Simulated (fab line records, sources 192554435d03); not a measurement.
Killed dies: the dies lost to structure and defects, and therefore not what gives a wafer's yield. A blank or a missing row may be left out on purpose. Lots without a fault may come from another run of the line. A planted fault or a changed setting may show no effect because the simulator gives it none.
Matching of chambers ; flow n5_finfet ; N5_BEOL_M9_CURE_71 on uv_cure-01 has 3 sister chambers
The step cures SiCOH lowk, time 240 s. 3 wafers are shown with their chamber, then 9 later ones without.

== WAFERS WITH THEIR CHAMBER ==
wafer;chamber;wafer_temp_C_max
L076.6;0;385.9
L081.5;2;386.6
L088.6;1;387.5

== WAFERS WITH NO CHAMBER GIVEN ==
wafer;wafer_temp_C_max
L087.1;386.5
L087.2;386.3
L087.6;385.9
L091.1;387.1
L091.3;386.9
L091.4;386.5
L093.1;386.1
L093.2;387.1
L093.3;387.0

== EACH ONE'S CHAMBER ==
wafer;from the rows above;in truth
L087.1;can't be placed: 2 or 0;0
L087.2;can't be placed: 2 or 0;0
L087.6;0;0
L091.1;can't be placed: 1 or 2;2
L091.3;can't be placed: 2 or 1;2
L091.4;can't be placed: 2 or 0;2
L093.1;can't be placed: 0 or 2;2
L093.2;can't be placed: 1 or 2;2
L093.3;can't be placed: 2 or 1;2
Correct placement for 1 of the 9. Cannot be placed on the basis of these rows: 8; the candidates contain the true chamber in 8. Placed wrongly: 0.
How it was worked out, from the rows above alone: a wafer's distance from a chamber is the root of the sum, over the readings, of the square of ((its reading less the chamber's mean) divided by the reading's scatter). If the next closest chamber is less than 2 further off than the closest, the wafer can't be placed; otherwise it belongs to the closest. The mean given for a chamber averages the wafers shown for that chamber. The scatter: root of mean squared gap, hidden wafer to nearest shown wafer, with one shown wafer a chamber.
